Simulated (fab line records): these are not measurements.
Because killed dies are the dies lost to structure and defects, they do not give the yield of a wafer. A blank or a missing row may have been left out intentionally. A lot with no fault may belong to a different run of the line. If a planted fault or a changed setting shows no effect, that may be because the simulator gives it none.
Matching of chambers :: flow nand-harc :: rie-diel-10 running NHARC_P_M1_ETCH_15: 3 sister chambers
The step etches the open film in C4F8/Ar, target depth 182.5 nm, time 91.2 s. 6 wafers are shown with their chamber, then 4 later ones without.

== WAFERS, EACH WITH ITS CHAMBER ==
wafer: L556.6
chamber: 0
rf-vpp-V (V): 441.6
oes-product-au (a.u.): 0.973

wafer: L560.1
chamber: 2
rf-vpp-V (V): 442.9
oes-product-au (a.u.): 0.974

wafer: L560.2
chamber: 0
rf-vpp-V (V): 443.1
oes-product-au (a.u.): 0.962

wafer: L565.4
chamber: 2
rf-vpp-V (V): 441.5
oes-product-au (a.u.): 0.968

wafer: L565.6
chamber: 1
rf-vpp-V (V): 442.7
oes-product-au (a.u.): 0.976

wafer: L569.3
chamber: 1
rf-vpp-V (V): 443.7
oes-product-au (a.u.): 0.956

== WAFERS WITHOUT THEIR CHAMBER ==
wafer: L569.4
rf-vpp-V (V): 442.6
oes-product-au (a.u.): 0.964

wafer: L568.5
rf-vpp-V (V): 442.3
oes-product-au (a.u.): 0.954

wafer: L570.1
rf-vpp-V (V): 441.5
oes-product-au (a.u.): 0.966

wafer: L570.5
rf-vpp-V (V): 441.4
oes-product-au (a.u.): 0.950

== CHAMBER TAKEN BY EACH ==
wafer: L569.4
from the rows above: can't be placed: 0 or 1 or 2
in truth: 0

wafer: L568.5
from the rows above: can't be placed: 0 or 1 or 2
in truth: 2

wafer: L570.1
from the rows above: can't be placed: 2 or 0 or 1
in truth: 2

wafer: L570.5
from the rows above: can't be placed: 0 or 2 or 1
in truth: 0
Correctly placed: 0 of 4. Cannot be placed on the basis of these rows: 4; the candidates contain the true chamber in 4. Number placed wrongly: 0.
How it was worked out, from the rows above alone: a wafer's distance from a chamber is the root of the sum, over the readings, of the square of ((its reading less the chamber's mean) divided by the reading's scatter). The wafer belongs to the nearest chamber; if the next one is less than 2 further off, it can't be placed. For every chamber, the mean is computed from those of its wafers that are shown. How the scatter is found: for the shown wafers, subtract from each reading the mean of its chamber, square and add these, divide the total by (wafers less chambers), then take the root.
